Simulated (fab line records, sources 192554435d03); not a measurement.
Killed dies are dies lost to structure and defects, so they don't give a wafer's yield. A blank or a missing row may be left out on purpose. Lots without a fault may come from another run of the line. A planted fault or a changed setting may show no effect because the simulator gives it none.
Chamber matching | flow n5_finfet | N5_BEOL_M0_SAQP_PECVD_96 on pecvd-03: 3 sister chambers
The step deposits a-Si from SiH4/He, target thk 45 nm, time 45.2 s. 3 wafers are shown with their chamber, then 9 later ones without.

WAFERS WITH THEIR CHAMBER
wafer  | chamber | throttle_valve_pct (%)
L091.1 | 1       | 17.9
L091.4 | 2       | 17.1
L091.5 | 0       | 19.2

WAFERS WITHOUT THEIR CHAMBER
wafer  | throttle_valve_pct (%)
L093.2 | 16.9
L093.5 | 17.7
L093.6 | 16.9
L094.2 | 16.9
L094.3 | 17.7
L094.4 | 17.1
L097.2 | 18.9
L097.4 | 17.7
L097.5 | 17.2

WHICH CHAMBER EACH WENT THROUGH
wafer  | from the rows above | in truth
L093.2 | 2                   | 2
L093.5 | 1                   | 1
L093.6 | 2                   | 2
L094.2 | 2                   | 2
L094.3 | 1                   | 1
L094.4 | 2                   | 2
L097.2 | 0                   | 0
L097.4 | 1                   | 1
L097.5 | 2                   | 2
Placed correctly: 9 of 9. Can't be placed from these rows: 0. Placed wrongly: 0.
How it was worked out, from the rows above alone: a wafer's distance from a chamber is the root of the sum, over the readings, of the square of ((its reading less the chamber's mean) divided by the reading's scatter). The wafer belongs to the nearest chamber; if the next one is less than 2 further off, it can't be placed. A chamber's mean is the mean of its shown wafers. The scatter: with one shown wafer a chamber, the root of the mean of the squares of how far each hidden wafer lies from its nearest shown one.
